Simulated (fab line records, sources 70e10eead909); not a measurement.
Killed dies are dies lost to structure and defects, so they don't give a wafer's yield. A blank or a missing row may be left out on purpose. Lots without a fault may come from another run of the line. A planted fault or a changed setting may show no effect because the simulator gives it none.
A struck lot beside a sound one | flow nand_harc | 39 steps out of a route of 1302
Sound: wafers L546.1, L546.3, L546.6. Struck: wafer L560.1. (L560.2, L560.4 of the same lot were not struck and are left out.) The cause comes at the end.
At each step with rows: each side's tool, then ch and its chambers, then its first start. Under that, the readings that differ: sound wafers | struck wafers | difference of the means | sigmas: that difference in standard deviations of wafers without a fault.
alike: readings whose means differ by less than 2 such deviations, and words and numbers that are the same on both sides. not compared: withheld readings, readings that some wafer has no value for, bounds like >300 that may hide the same value, and numbers for which the record gives no deviation and whose values overlap.
The two part at a step that has a row with sigmas, a row that says differs or no value, or rows on one side only. Numbers that don't overlap but have no deviation are shown without sigmas and don't part them. A reading that every wafer of one side lacks parts them only if that side has two wafers or more.

first, 4 steps without rows for these wafers: NHARC_A_STAIRCASE_PEB_07 (peb time 130 s); NHARC_A_STAIRCASE_DEVELOP_08 (time 140 s); NHARC_A_STAIRCASE_HARDBAKE_10 (time 140 s); NHARC_A_STAIRCASE_DESCUM_11 (chemistry O2, time 3 s).
NHARC_A_STAIRCASE_TRIM_12: chemistry O2, time 211.2 s.
  sound on rie_diel-12 ch 0,2,3, day 17 04:14; struck on rie_diel-03 ch 0, day 22 21:32
  alike: drypump_motor_current_A, oes_product_au, rf_vpp_V, showerhead_plenum_p_Torr, throttle_valve_pct
  not compared: rf_hours_counter_h
then, 2 steps without rows for these wafers: NHARC_A_STAIRCASE_ETCH_13 (etches the open film in C4F8/O2, target depth 100 nm, time 40.5 s); NHARC_A_STAIRCASE_TRIM_14 (chemistry O2, time 211.2 s).
NHARC_A_STAIRCASE_ETCH_15: etches the open film in C4F8/O2, target depth 100 nm, time 40.5 s.
  sound on rie_diel-12 ch 1,2,3; struck on rie_diel-03 ch 0
  alike: oes_product_au, rf_vpp_V
  not compared: rf_hours_counter_h
then, 3 steps without rows for these wafers: NHARC_A_STAIRCASE_TRIM_16 (chemistry O2, time 211.2 s); NHARC_A_STAIRCASE_ETCH_17 (etches the open film in C4F8/O2, target depth 100 nm, time 40.5 s); NHARC_A_STAIRCASE_TRIM_18 (chemistry O2, time 211.2 s).
NHARC_A_STAIRCASE_ETCH_19: etches the open film in C4F8/O2, target depth 100 nm, time 40.5 s.
  sound on rie_diel-12 ch 1,2, day 17 05:04; struck on rie_diel-03 ch 2, day 23 00:01
  alike: oes_product_au, rf_vpp_V
  not compared: rf_hours_counter_h
then, 1 step without rows for these wafers: NHARC_A_STAIRCASE_TRIM_20 (chemistry O2, time 211.2 s).
NHARC_A_STAIRCASE_ETCH_21: etches the open film in C4F8/O2, target depth 100 nm, time 40.5 s.
  sound on rie_diel-12 ch 0,1; struck on rie_diel-12 ch 3
  reading      | sound       | struck | difference | sigmas
  rf_vpp_V (V) | 886 894 892 | 904    | +13        | +2
  alike: oes_product_au
  not compared: rf_hours_counter_h
then, 19 steps without rows for these wafers: NHARC_A_STAIRCASE_TRIM_22 (chemistry O2, time 211.2 s); NHARC_A_STAIRCASE_ETCH_23 (etches the open film in C4F8/O2, target depth 100 nm, time 40.5 s); NHARC_A_STAIRCASE_TRIM_24 (chemistry O2, time 211.2 s); NHARC_A_STAIRCASE_ETCH_25 (etches the open film in C4F8/O2, target depth 100 nm, time 40.5 s); NHARC_A_STAIRCASE_TRIM_26 (chemistry O2, time 211.2 s); NHARC_A_STAIRCASE_ETCH_27 (etches the open film in C4F8/O2, target depth 100 nm, time 40.5 s); NHARC_A_STAIRCASE_STRIP_175 (strips in O2); NHARC_A_STAIRCASE_STRIP_148 (strips in SPM, time 900 s); NHARC_A_STAIRCASE_PRECLEAN_149 (cleans in SC1); NHARC_A_STAIRCASE_SRD_150; NHARC_A_STAIRCASE_DEHYDRATE_176 (time 120 s); NHARC_A_STAIRCASE_HMDS_177 (time 30 s); NHARC_A_STAIRCASE_COAT_178; NHARC_A_STAIRCASE_SOFTBAKE_179 (time 170 s); NHARC_A_STAIRCASE_EBR_180; NHARC_A_STAIRCASE_EXPOSE_181 (exposes mask STAIR 2); NHARC_A_STAIRCASE_PEB_182 (peb time 130 s); NHARC_A_STAIRCASE_DEVELOP_183 (time 140 s); NHARC_A_STAIRCASE_HARDBAKE_185 (time 140 s).
NHARC_A_STAIRCASE_DESCUM_186: chemistry O2, time 3 s.
  sound on rie_diel-03 ch 1,2, day 17 07:46; struck on rie_diel-03 ch 2, day 23 03:15
  alike: drypump_motor_current_A, oes_product_au, rf_vpp_V, showerhead_plenum_p_Torr, throttle_valve_pct
  not compared: rf_hours_counter_h
then, 3 steps without rows for these wafers: NHARC_A_STAIRCASE_TRIM_187 (chemistry O2, time 211.2 s); NHARC_A_STAIRCASE_ETCH_188 (etches the open film in C4F8/O2, target depth 100 nm, time 40.5 s); NHARC_A_STAIRCASE_TRIM_189 (chemistry O2, time 211.2 s).
NHARC_A_STAIRCASE_ETCH_190: etches the open film in C4F8/O2, target depth 100 nm, time 40.5 s.
  sound on rie_diel-03 ch 1,2; struck on rie_diel-03 ch 1
  alike: oes_product_au, rf_vpp_V
  not compared: rf_hours_counter_h
-- the record jumps here: 8 days lie between the struck wafers' starts before and after (it left off in module A_STAIRCASE and takes up again in module END, whose first step shown is number 1302 of the route) --
NHARC_END_SORT_01:
  sound on prober-02 ch 0, day 25 10:53; struck on prober-02 ch 0, day 31 11:17
  reading      | sound | struck | difference | sigmas
  killed_open  | 0 4 0 | 5      | +4         | +2
  killed_short | 3 3 2 | 0      | -3         | -2
  alike: killed_at_array, killed_at_other, killed_at_periphery, killed_dies

WHERE THEY PART
First at NHARC_A_STAIRCASE_ETCH_21; last, within this record, at NHARC_END_SORT_01.

WHY: what the simulator had put in
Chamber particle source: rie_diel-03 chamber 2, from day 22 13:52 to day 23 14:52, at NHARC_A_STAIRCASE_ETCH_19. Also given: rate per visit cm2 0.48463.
